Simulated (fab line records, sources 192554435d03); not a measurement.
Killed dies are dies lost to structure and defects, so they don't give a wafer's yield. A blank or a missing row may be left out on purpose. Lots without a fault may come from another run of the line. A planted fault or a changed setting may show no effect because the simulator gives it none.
fab line records | flow n5_finfet
record lots=15 wafers=43 last_day=17
route steps=1938 shown BEOL_M6@1250 BEOL_M7@1293
lots that met no fault: from a run of the same line without faults
start_h: hours from the record's first day to the start of the lot's first wafer shown | wait_h: hours since the lot's step before | " the same as in the row above | L1.1+2: a row that stands for several wafers | - no value, or no start given | * or withheld: withheld | < > ~ a bound
route shown NAME@n: a module of which the file shows steps, and the number in the route of the first | usual: mean/standard deviation of fault-free wafers | same: alike in all rows | chamber/n: place in a boat | sites: the reading at each site | _std_site: their standard deviation | _edge_site: outer sites' mean less inner sites' | radius_mm: how far each site lies from the wafer's centre | mask NAME#n: copy n | behind: the tool/chamber that last shaped the wafer | hold: why the lot was held/for how many hours/how that ended | device: the transistor (n, p or np) that didn't switch | end of line: the same wafers' tests at the end of the route | a step without rows: its recipe alone | killed: dies lost to structure and defects at the first sort, not the wafer's yield | map: a wafer's dies, x killed, . not, _ none there
set.NAME: the setting as run; set.NAME@STEP: as run at that earlier step | model.NAME: the simulator's own value behind a step, which no gauge read
steps of the route over a sample of lots; a table a step, a row a wafer
services: from which hour (start_h, from the record's first day; less than 0 if before it) a tool's chamber was out of use, for how many hours, and why
## steps
# step N5_BEOL_M6_PRE_CLEAN_45
# recipe gas=H2/He time_s=30 temp_c=250
# usual heater_power_w=326/31
# columns lot.wafer tool chamber start_h wait_h heater_power_w
L287.4 pvd_sputter-01 - 173.99 0.0 281
L287.5 " - " " 343
L287.6 " - " " 351
L288.2 pvd_sputter-01 - 189.74 0.0 362
L288.3 " - " " 341
L288.4 " - " " 283
L289.1 pvd_sputter-01 - 194.74 0.0 340
L289.3 " - " " 290
L289.4 " - " " 356
L291.1 pvd_sputter-01 - 211.88 0.0 344
L291.2 " - " " 362
L291.4 " - " " 343
L292.2 pvd_sputter-03 - 214.57 0.0 341
L292.3 " - " " 294
L292.5 " - " " 301
L293.1 pvd_sputter-02 - 216.97 0.0 334
L293.5 " - " " 321
L293.6 " - " " 352
L294.2 pvd_sputter-02 - 220.66 0.0 357
L294.3 " - " " 315
L294.5 " - " " 325
L295.1 pvd_sputter-03 - 237.16 0.0 294
L295.4 " - " " 258
L295.6 " - " " 294
L296.1 pvd_sputter-02 - 239.21 0.0 333
L296.5 " - " " 357
L302.4 pvd_sputter-03 - 273.58 0.0 252
L302.5 " - " " 257
L302.6 " - " " 322
L303.3 pvd_sputter-01 - 285.54 0.0 352
L303.6 " - " " 358
L307.1 pvd_sputter-01 - 296.28 0.0 362
L307.2 " - " " 347
L307.6 " - " " 329
L306.2 pvd_sputter-03 - 301.18 0.0 257
L306.4 " - " " 351
L306.6 " - " " 355
L304.1 pvd_sputter-03 - 308.05 0.0 329
L304.4 " - " " 298
L304.5 " - " " 309
L310.1 pvd_sputter-02 - 340.17 0.0 323
L310.3 " - " " 323
L310.5 " - " " 338
# step N5_BEOL_M6_THK_MEAS_53
# recipe thk_meas_gauge=xrf reads=Cu_of_BEOL_M6_ECD_50
# usual M6_THK=77.3/1.9
# columns lot.wafer tool chamber start_h wait_h M6_THK[nm]
L287.4 film_metro-02 - 175.68 - 78.6
L287.5 " - " " 80.0
L287.6 " - " " 78.0
L288.2 film_metro-02 - 192.89 - 75.6
L288.3 " - " " 80.5
L288.4 " - " " 78.2
L289.1 film_metro-01 - 196.06 - 77.1
L289.3 " - " " 78.5
L289.4 " - " " 74.2
L291.1 film_metro-02 - 213.24 - 79.9
L291.2 " - " " 80.9
L291.4 " - " " 77.8
L292.2 film_metro-01 - 215.99 - 79.3
L292.3 " - " " 74.9
L292.5 " - " " 76.4
L293.1 film_metro-01 - 218.52 - 75.8
L293.5 " - " " 78.0
L293.6 " - " " 76.1
L294.2 film_metro-01 - 222.57 - 75.4
L294.3 " - " " 76.0
L294.5 " - " " 76.9
L295.1 film_metro-01 - 238.95 - 75.2
L295.4 " - " " 76.3
L295.6 " - " " 75.4
L296.1 film_metro-01 - 242.20 - 78.7
L296.5 " - " " 77.7
L302.4 film_metro-01 - 276.53 - 77.2
L302.5 " - " " 77.0
L302.6 " - " " 75.7
L303.3 film_metro-02 - 287.13 - 75.4
L303.6 " - " " 78.0
L307.1 film_metro-01 - 297.99 - 77.4
L307.2 " - " " 78.2
L307.6 " - " " 78.2
L306.2 film_metro-02 - 303.21 - 76.7
L306.4 " - " " 76.1
L306.6 " - " " 80.2
L304.1 film_metro-01 - 310.04 - 77.6
L304.4 " - " " 76.2
L304.5 " - " " 77.8
L310.1 film_metro-01 - 342.00 - 78.8
L310.3 " - " " 79.8
L310.5 " - " " 79.6
# step N5_BEOL_M7_EXPOSE_25
# recipe mask_id=V6 na=0.33 source_shape=annular sigma_inner=0.4 sigma_outer=0.8 polarization=unpolarized target_cd_nm=40 dose_mj=42.5
# usual exposure_dose_mJ_cm2=42.42/0.043 focus_offset_nm=0.0/0.63 na=0.33/0 sigma_outer=0.8/0
# columns lot.wafer tool chamber start_h wait_h mask exposure_dose_mJ_cm2 focus_offset_nm na sigma_outer
L287.4 euv_scanner-01 0 178.84 - V6#0 42.44 0.4 0.33 0.8
L287.5 " 0 " " V6#0 42.44 -0.3 0.33 0.8
L287.6 " 0 " " V6#0 42.40 1.8 0.33 0.8
L288.2 euv_scanner-01 0 195.07 - V6#0 42.47 0.1 0.33 0.8
L288.3 " 0 " " V6#0 42.48 -0.4 0.33 0.8
L288.4 " 0 " " V6#0 42.49 -0.5 0.33 0.8
L289.1 euv_scanner-02 0 203.42 - V6#0 42.39 0.2 0.33 0.8
L289.3 " 0 " " V6#0 42.42 -0.4 0.33 0.8
L289.4 " 0 " " V6#0 42.48 0.8 0.33 0.8
L291.1 euv_scanner-01 0 216.07 - V6#0 42.36 0.3 0.33 0.8
L291.2 " 0 " " V6#0 42.38 1.1 0.33 0.8
L291.4 " 0 " " V6#0 42.47 0.2 0.33 0.8
L292.2 euv_scanner-01 - 219.10 - V6#0 - - - -
L292.3 " - " " V6#0 - - - -
L292.5 " - " " V6#0 - - - -
L293.1 euv_scanner-02 - 221.46 - V6#0 - - - -
L293.5 " - " " V6#0 - - - -
L293.6 " - " " V6#0 - - - -
L294.2 euv_scanner-02 - 226.81 - V6#0 - - - -
L294.3 " - " " V6#0 - - - -
L294.5 " - " " V6#0 - - - -
L295.1 euv_scanner-01 0 242.76 - V6#0 42.46 -0.1 0.33 0.8
L295.4 " 0 " " V6#0 42.49 -0.4 0.33 0.8
L295.6 " 0 " " V6#0 42.45 -0.4 0.33 0.8
L296.1 euv_scanner-02 0 244.90 - V6#0 42.38 -0.3 0.33 0.8
L296.5 " 0 " " V6#0 42.46 -0.1 0.33 0.8
L302.4 euv_scanner-02 0 284.12 - V6#0 42.40 0.4 0.33 0.8
L302.5 " 0 " " V6#0 42.37 0.5 0.33 0.8
L302.6 " 0 " " V6#0 42.37 0.3 0.33 0.8
L303.3 euv_scanner-02 0 293.03 - V6#0 42.36 0.6 0.33 0.8
L303.6 " 0 " " V6#0 42.40 0.7 0.33 0.8
L307.1 euv_scanner-01 0 302.15 - V6#0 42.41 -0.6 0.33 0.8
L307.2 " 0 " " V6#0 42.45 0.1 0.33 0.8
L307.6 " 0 " " V6#0 42.37 0.3 0.33 0.8
L306.2 euv_scanner-02 0 306.78 - V6#0 42.40 -0.3 0.33 0.8
L306.4 " 0 " " V6#0 42.42 0.9 0.33 0.8
L306.6 " 0 " " V6#0 42.47 0.1 0.33 0.8
L304.1 euv_scanner-02 0 312.57 - V6#0 42.38 0.3 0.33 0.8
L304.4 " 0 " " V6#0 42.32 0.3 0.33 0.8
L304.5 " 0 " " V6#0 42.40 0.3 0.33 0.8
L310.1 euv_scanner-02 0 345.60 - V6#0 42.40 0.2 0.33 0.8
L310.3 " 0 " " V6#0 42.46 0.3 0.33 0.8
L310.5 " 0 " " V6#0 42.39 -0.8 0.33 0.8
# step N5_BEOL_M7_ETCH_65
# recipe chemistry=CF4 target=SiARC target_depth_a=156 mask_material=CAR-EUV time_s=26 ion_energy_ev=80 pressure_mtorr=40 source_w=545 bias_w=36 Ar_flow_sccm=100 cf4_flow_sccm=100 ends=cleared
# usual cf4_flow_sccm=100.0/0.33 drypump_motor_current_A=5.5/0.46 etch_rf_on_time_s=25.9/0.71 oes_product_au=0.70/0.097 rf_vpp_V=183.7/1.2 showerhead_plenum_p_Torr=2.12/0.077 throttle_valve_pct=15.4/0.33
# columns lot.wafer tool chamber start_h wait_h cf4_flow_sccm drypump_motor_current_A etch_rf_on_time_s oes_product_au rf_hours_counter_h rf_vpp_V showerhead_plenum_p_Torr throttle_valve_pct
L287.4 rie_diel-04 1 179.36 0.0 100.4 5.0 26.5 0.61 168 182.9 2.05 15.6
L287.5 " 2 " " 99.6 6.3 25.3 0.61 - 182.8 2.12 15.9
L287.6 " 1 " " 100.4 5.0 26.4 0.62 - 183.7 2.05 15.6
L288.2 rie_diel-04 3 195.37 0.0 99.6 6.1 25.3 0.67 132 181.8 2.06 15.6
L288.3 " 0 " " 100.2 5.1 25.6 0.61 214 181.9 2.03 15.5
L288.4 " 2 " " 99.3 6.3 25.0 0.61 223 184.4 2.11 15.9
L289.1 rie_diel-05 2 203.73 0.0 99.8 5.7 26.2 0.57 247 184.5 2.20 15.5
L289.3 " 3 " " 100.7 5.0 24.8 0.88 0 183.6 2.10 14.9
L289.4 " 0 " " 99.4 5.5 25.6 0.76 53 183.2 2.17 15.1
L291.1 rie_diel-04 3 216.38 0.0 100.2 6.1 25.8 0.66 137 183.5 2.06 15.7
L291.2 " 2 " " 100.0 6.3 25.1 0.61 229 185.9 2.11 15.9
L291.4 " 0 " " 99.9 5.1 25.9 0.60 220 182.7 2.03 15.6
L292.2 rie_diel-04 3 219.40 0.0 100.0 6.1 25.7 0.28 138 183.8 2.06 15.7
L292.3 " 0 " " 100.0 5.1 25.9 0.26 221 184.3 2.03 15.6
L292.5 " 2 " " 100.1 6.3 25.0 0.27 - 183.2 2.11 15.9
L293.1 rie_diel-04 3 221.77 0.0 100.3 6.0 25.7 0.29 139 182.5 2.06 15.7
L293.5 " 1 " " 100.0 5.0 26.6 0.27 - 184.2 2.05 15.6
L293.6 " 0 " " 99.7 5.1 25.9 0.26 - 183.8 2.03 15.6
L294.2 rie_diel-05 0 227.16 0.0 99.9 5.6 25.7 0.33 61 184.2 2.17 15.1
L294.3 " 3 " " 99.3 5.0 24.9 0.36 7 183.2 2.09 14.9
L294.5 " 2 " " 100.5 5.7 26.4 0.25 - 184.8 2.20 15.5
L295.1 rie_diel-05 2 243.07 0.0 99.8 5.7 26.7 0.56 260 184.1 2.20 15.5
L295.4 " 2 " " 99.9 5.7 26.6 0.55 - 184.2 2.20 15.5
L295.6 " 3 " " 99.4 5.0 25.2 0.83 - 184.2 2.09 14.9
L296.1 rie_diel-04 3 245.31 0.0 100.2 6.1 26.1 0.64 147 183.2 2.06 15.7
L296.5 " 2 " " 99.6 6.3 25.3 0.59 - 184.3 2.11 16.0
L302.4 rie_diel-05 0 284.41 0.0 100.8 5.5 25.8 0.71 81 184.0 2.16 15.1
L302.5 " 0 " " 100.1 5.6 25.9 0.72 - 184.3 2.16 15.1
L302.6 " 3 " " 99.8 5.0 25.2 0.79 - 183.1 2.09 15.0
L303.3 rie_diel-05 0 293.32 0.0 100.2 5.5 26.3 0.71 83 184.3 2.16 15.2
L303.6 " 1 " " 99.9 5.8 27.2 0.78 - 184.8 2.27 15.1
L307.1 rie_diel-05 2 302.78 0.0 100.1 5.7 25.5 0.82 10 183.8 2.19 15.0
L307.2 " 1 " " 99.8 5.8 27.3 0.77 17 186.5 2.27 15.1
L307.6 " 2 " " 99.8 5.7 25.7 0.81 - 185.3 2.19 15.0
L306.2 rie_diel-05 0 307.46 0.0 99.9 5.5 26.2 0.69 87 183.9 2.16 15.2
L306.4 " 3 " " 99.9 5.0 25.1 0.79 34 181.8 2.09 14.9
L306.6 " 1 " " 100.0 5.8 27.2 0.77 - 185.7 2.26 15.1
L304.1 rie_diel-04 3 312.89 0.0 100.3 6.1 25.9 0.63 171 182.8 2.05 15.7
L304.4 " 2 " " 99.7 6.3 24.4 0.87 - 184.1 2.11 15.5
L304.5 " 1 " " 100.4 5.0 26.5 0.59 - 182.2 2.04 15.7
L310.1 rie_diel-04 3 345.93 0.0 100.1 6.1 25.9 0.63 183 185.1 2.05 15.7
L310.3 " 1 " " 100.4 5.0 26.7 0.57 222 183.9 2.04 15.7
L310.5 " 3 " " 100.3 6.1 26.0 0.62 - 182.8 2.05 15.8
## services
# columns tool chamber start_h hours kind
euv_scanner-01 - 153.09 1.0 pm
euv_scanner-02 - 181.43 1.0 pm
rie_diel-04 1 183.48 4.8 repair
euv_scanner-02 - 185.99 1.1 repair
euv_scanner-01 - 209.24 1.0 pm
euv_scanner-01 - 225.28 4.6 pm
euv_scanner-01 - 231.23 1.8 repair
euv_scanner-01 - 233.45 2.0 repair
euv_scanner-02 - 236.51 0.1 repair
euv_scanner-02 - 237.58 1.0 pm
euv_scanner-02 - 247.72 4.6 pm
euv_scanner-02 0 254.51 - calibration
euv_scanner-02 - 256.36 0.5 repair
euv_scanner-01 - 265.39 1.0 pm
rie_diel-04 2 287.02 - clean
rie_diel-04 2 287.02 - consumable_replace:focus_ring
euv_scanner-02 - 293.73 1.0 pm
rie_diel-04 0 309.21 - clean
rie_diel-04 0 309.21 - consumable_replace:esc
rie_diel-04 0 309.21 - consumable_replace:focus_ring
rie_diel-04 0 309.21 - consumable_replace:showerhead
euv_scanner-01 - 320.86 5.8 pm
pvd_sputter-03 - 328.74 2.3 repair
euv_scanner-02 - 333.55 5.8 pm
## key
first_sign step=N5_BEOL_M7_EXPOSE_25 reading=tool_record direction=missing
effect none on later readings
met_at N5_BEOL_M7_EXPOSE_25
struck_lots L292,L293,L294
later_rows_left_out L292.2,L292.3,L292.5,L293.1,L293.5,L293.6,L294.2,L294.3,L294.5
sort_left_out L292.2,L292.3,L292.5,L293.1,L293.5,L293.6,L294.2,L294.3,L294.5
not_acting_at N5_BEOL_M6_PRE_CLEAN_45,N5_BEOL_M6_THK_MEAS_53,N5_BEOL_M7_ETCH_65
onset_between 216.07 219.10
fault kind=skipped_step_whole tool=euv_scanner-01,euv_scanner-02 chamber=- onset_h=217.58 steps=N5_BEOL_M7_EXPOSE_25 scope=struck_lots_only
# sort_left_out: the simulated sort isn't trusted on such a fault, so these wafers' sort isn't shown, and their yield isn't known
# later_rows_left_out: the simulator's readings of these wafers behind a module that went badly wrong aren't trusted and aren't shown, but for the sort
